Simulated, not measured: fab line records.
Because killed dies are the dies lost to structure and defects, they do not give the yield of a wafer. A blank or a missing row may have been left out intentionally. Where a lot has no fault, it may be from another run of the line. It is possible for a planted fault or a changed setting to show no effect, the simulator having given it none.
Which tool is to blame? | flow nand-harc | 11 lots, 33 wafers sampled, at 3 steps of a route of 1302

## WHAT THE GAUGES SHOWED, per wafer
NHARC_P_ZERO_WELL_CD_MEAS_11: the cd target is 500 nm.
lot  | measured     | on        | cd-nm (nm)
L315 | day 1 21:14  | cd-sem-01 | 502.8 502.4 501.2
L316 | day 2 07:14  | cd-sem-02 | 499.3 497.5 498.6
L322 | day 4 19:07  | cd-sem-03 | 501.4 501.8 499.1
L324 | day 5 15:14  | cd-sem-03 | 500.9 501.7 501.6
L325 | day 6 01:14  | cd-sem-03 | 501.6 501.2 499.1
L327 | day 6 21:15  | cd-sem-02 | 498.6 499.5 491.7
L328 | day 7 07:15  | cd-sem-03 | 495.3 499.6 502.3
L329 | day 7 17:07  | cd-sem-02 | 501.8 496.0 494.8
L330 | day 8 03:07  | cd-sem-03 | 500.7 500.7 505.0
L336 | day 10 15:07 | cd-sem-02 | 501.4 498.0 499.1
L338 | day 11 11:14 | cd-sem-03 | 498.5 501.2 498.1

NHARC_P_GATE_INSPECT_28.
lot  | measured     | on                | raw-defect-count
L315 | day 5 05:25  | defect-inspect-01 | 3 5 3
L316 | day 5 10:01  | defect-inspect-02 | 7 6 5
L322 | day 7 22:08  | defect-inspect-02 | 11 13 4
L324 | day 8 14:05  | defect-inspect-01 | 5 10 7
L325 | day 9 10:23  | defect-inspect-01 | 1 7 4
L327 | day 10 00:26 | defect-inspect-01 | 7 4 3
L328 | day 10 10:42 | defect-inspect-02 | 5 6 2
L329 | day 11 02:07 | defect-inspect-02 | 5 14 9
L330 | day 11 02:20 | defect-inspect-01 | 5 1 8
L336 | day 13 16:40 | defect-inspect-01 | 17 12 6
L338 | day 14 17:26 | defect-inspect-02 | 10 11 10

## EACH LOT AND THE TOOL THAT RAN IT (in order: tool; ch and the chambers of the sampled wafers; start)
lot  | NHARC_P_ZERO_WELL_SOFTBAKE_06
L315 | litho-track-05 ch 0, day 1 20:00
L316 | litho-track-05 ch 0, day 2 06:00
L322 | litho-track-05 ch 0, day 4 18:00
L324 | litho-track-05 ch 0, day 5 14:00
L325 | litho-track-05 ch 0, day 6 00:00
L327 | litho-track-05 ch 0, day 6 20:00
L328 | litho-track-05 ch 0, day 7 06:00
L329 | litho-track-05 ch 0, day 7 16:00
L330 | litho-track-07 ch 0, day 8 02:00
L336 | litho-track-05 ch 0, day 10 14:00
L338 | litho-track-05 ch 0, day 11 10:00
- NHARC_P_ZERO_WELL_SOFTBAKE_06: time 70 s.

## WHAT THE TOOLS THEMSELVES READ (means of the sampled wafers that have a number; where no wafer has one, the mark that the record gives instead)
NHARC_P_ZERO_WELL_SOFTBAKE_06.
lot  | tool           | heater-power-total-W (W)
L315 | litho-track-05 | 201.8
L316 | litho-track-05 | 200.7
L322 | litho-track-05 | 201.0
L324 | litho-track-05 | 200.7
L325 | litho-track-05 | 202.2
L327 | litho-track-05 | 245.7
L328 | litho-track-05 | 245.1
L329 | litho-track-05 | 290.5
L330 | litho-track-07 | 201.5
L336 | litho-track-05 | 202.0
L338 | litho-track-05 | 200.5

## THE ANSWER, worked out from the rows above alone
Rule: the usual values come from the lots themselves. The widest of any qualifying gaps counts: lots, ordered by their means at a reading, are off when they make up no more than a third of the lots, leave a main group of 4 or more, and stand apart from it by 3 or more times the standard deviation of that group's means. The tables above print the reading to a certain number of digits; a main group whose means all agree to those digits is not used. Also off: a lot with no number at a reading for which 4 or more lots have one. Any other lot the step has rows for is counted as sound. Order of review: gauges by route order, followed by the tools' own readings, for which a lot's mean as printed above is used. The first step at which some lot is off is used, and at that step the reading that is off furthest; a lot without a number counts as furthest.
Off at NHARC_P_ZERO_WELL_SOFTBAKE_06 (heater-power-total-W): L327, L328, L329. Main group: mean 201.3 W, sd 0.62.
A tool fits if, at that step or a process step before it, it ran every lot that is off, and no sound lot after the first of them. Not one of the candidates tried fits.

## WHAT THE SIMULATOR HAD INSERTED
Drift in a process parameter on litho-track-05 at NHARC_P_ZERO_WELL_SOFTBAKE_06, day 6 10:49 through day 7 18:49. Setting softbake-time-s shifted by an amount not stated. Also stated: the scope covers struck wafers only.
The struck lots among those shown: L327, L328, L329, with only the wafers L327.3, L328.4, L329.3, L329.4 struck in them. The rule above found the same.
